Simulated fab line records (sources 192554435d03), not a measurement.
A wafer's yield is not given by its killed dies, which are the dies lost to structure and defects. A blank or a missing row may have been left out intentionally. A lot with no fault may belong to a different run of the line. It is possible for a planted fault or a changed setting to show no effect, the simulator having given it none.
Matching of chambers / flow n5Finfet / 3 sister chambers for N5_BEOL_M0_PRE_CLEAN_131 on cvdCo-02
The step time 15 s. 6 wafers are shown with their chamber, then 12 later ones without.

== WAFERS, EACH WITH ITS CHAMBER ==
wafer=L087.5; chamber=0; heaterPowerW (W)=79
wafer=L090.4; chamber=2; heaterPowerW (W)=59
wafer=L090.5; chamber=0; heaterPowerW (W)=78
wafer=L091.1; chamber=1; heaterPowerW (W)=116
wafer=L091.4; chamber=1; heaterPowerW (W)=119
wafer=L091.6; chamber=2; heaterPowerW (W)=62

== WAFERS MISSING THEIR CHAMBER ==
wafer=L092.1; heaterPowerW (W)=80
wafer=L092.2; heaterPowerW (W)=115
wafer=L092.5; heaterPowerW (W)=61
wafer=L093.1; heaterPowerW (W)=82
wafer=L093.3; heaterPowerW (W)=63
wafer=L093.5; heaterPowerW (W)=81
wafer=L096.1; heaterPowerW (W)=79
wafer=L096.2; heaterPowerW (W)=61
wafer=L096.3; heaterPowerW (W)=116
wafer=L095.1; heaterPowerW (W)=119
wafer=L095.2; heaterPowerW (W)=80
wafer=L095.4; heaterPowerW (W)=62

== EACH ONE'S CHAMBER ==
wafer=L092.1; from the rows above=0; in truth=0
wafer=L092.2; from the rows above=1; in truth=1
wafer=L092.5; from the rows above=2; in truth=2
wafer=L093.1; from the rows above=0; in truth=0
wafer=L093.3; from the rows above=2; in truth=2
wafer=L093.5; from the rows above=0; in truth=0
wafer=L096.1; from the rows above=0; in truth=0
wafer=L096.2; from the rows above=2; in truth=2
wafer=L096.3; from the rows above=1; in truth=1
wafer=L095.1; from the rows above=1; in truth=1
wafer=L095.2; from the rows above=0; in truth=0
wafer=L095.4; from the rows above=2; in truth=2
Placed correctly: 12 of 12. From these rows, 0 cannot be placed. 0 placed wrongly.
How it was worked out, from the rows above alone: a wafer's distance from a chamber is the root of the sum, over the readings, of the square of ((its reading less the chamber's mean) divided by the reading's scatter). If the next closest chamber is less than 2 further off than the closest, the wafer can't be placed; otherwise it belongs to the closest. The mean given for a chamber averages the wafers shown for that chamber. The scatter: the root of (the sum of the squares of (reading less its chamber's mean) over the shown wafers, divided by (wafers less chambers)).
